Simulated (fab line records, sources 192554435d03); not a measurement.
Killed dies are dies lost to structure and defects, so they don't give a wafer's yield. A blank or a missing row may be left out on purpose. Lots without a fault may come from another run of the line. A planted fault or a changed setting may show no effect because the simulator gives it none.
Chamber matching | flow n5_finfet | N5_BEOL_M5_ETCH_72 on rie_diel-02: 4 sister chambers
The step etches underlayer in N2/H2, target depth 6.5 nm, time 5.2 s. 14 wafers are shown with their chamber, then 7 later ones without.

WAFERS WITH THEIR CHAMBER
wafer  | chamber | showerhead_plenum_p_Torr (Torr) | drypump_motor_current_A (A) | throttle_valve_pct (%)
L074.4 | 1       | 2.56                            | 6.0                         | 17.58
L074.5 | 3       | 2.61                            | 5.6                         | 17.84
L074.6 | 0       | 2.42                            | 6.6                         | 18.11
L076.2 | 0       | 2.42                            | 6.5                         | 18.13
L076.3 | 2       | 2.64                            | 5.1                         | 18.02
L076.6 | 1       | 2.56                            | 6.1                         | 17.58
L077.1 | 3       | 2.61                            | 5.6                         | 17.85
L077.2 | 0       | 2.42                            | 6.6                         | 18.15
L077.4 | 2       | 2.64                            | 5.2                         | 18.01
L081.3 | 3       | 2.60                            | 5.6                         | 17.89
L081.5 | 3       | 2.60                            | 5.6                         | 17.84
L081.6 | 2       | 2.64                            | 5.1                         | 18.06
L086.1 | 2       | 2.63                            | 5.1                         | 18.06
L086.3 | 3       | 2.60                            | 5.6                         | 17.87

SIGNATURES (means of the wafers above)
reading                  | chamber 0 | chamber 1 | chamber 2 | chamber 3 | scatter within a chamber
showerhead_plenum_p_Torr | 2.4200    | 2.5600    | 2.6375    | 2.6040    | 0.00442
drypump_motor_current_A  | 6.567     | 6.050     | 5.125     | 5.600     | 0.0438
throttle_valve_pct       | 18.1300   | 17.5800   | 18.0375   | 17.8580   | 0.0218
Rule: a wafer's distance from a chamber is the root of the sum, over the readings, of the square of ((its reading less the chamber's mean) divided by the reading's scatter). The wafer belongs to the nearest chamber; if the next one is less than 2 further off, it can't be placed. The scatter: the root of (the sum of the squares of (reading less its chamber's mean) over the shown wafers, divided by (wafers less chambers)).

WAFERS WITHOUT THEIR CHAMBER
wafer  | showerhead_plenum_p_Torr (Torr) | drypump_motor_current_A (A) | throttle_valve_pct (%)
L086.5 | 2.55                            | 6.0                         | 17.62
L087.1 | 2.41                            | 6.5                         | 18.19
L087.3 | 2.63                            | 5.2                         | 18.08
L087.4 | 2.63                            | 5.2                         | 18.06
L092.3 | 2.73                            | 6.5                         | 17.70
L092.4 | 2.55                            | 6.0                         | 17.62
L092.5 | 2.55                            | 6.0                         | 17.65

WHICH CHAMBER EACH WENT THROUGH
wafer  | from the rows above | in truth
L086.5 | 1                   | 1
L087.1 | 0                   | 0
L087.3 | 2                   | 2
L087.4 | 2                   | 2
L092.3 | 3                   | 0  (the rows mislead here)
L092.4 | 1                   | 1
L092.5 | 1                   | 1
Placed correctly: 6 of 7. Can't be placed from these rows: 0. Placed wrongly: 1.
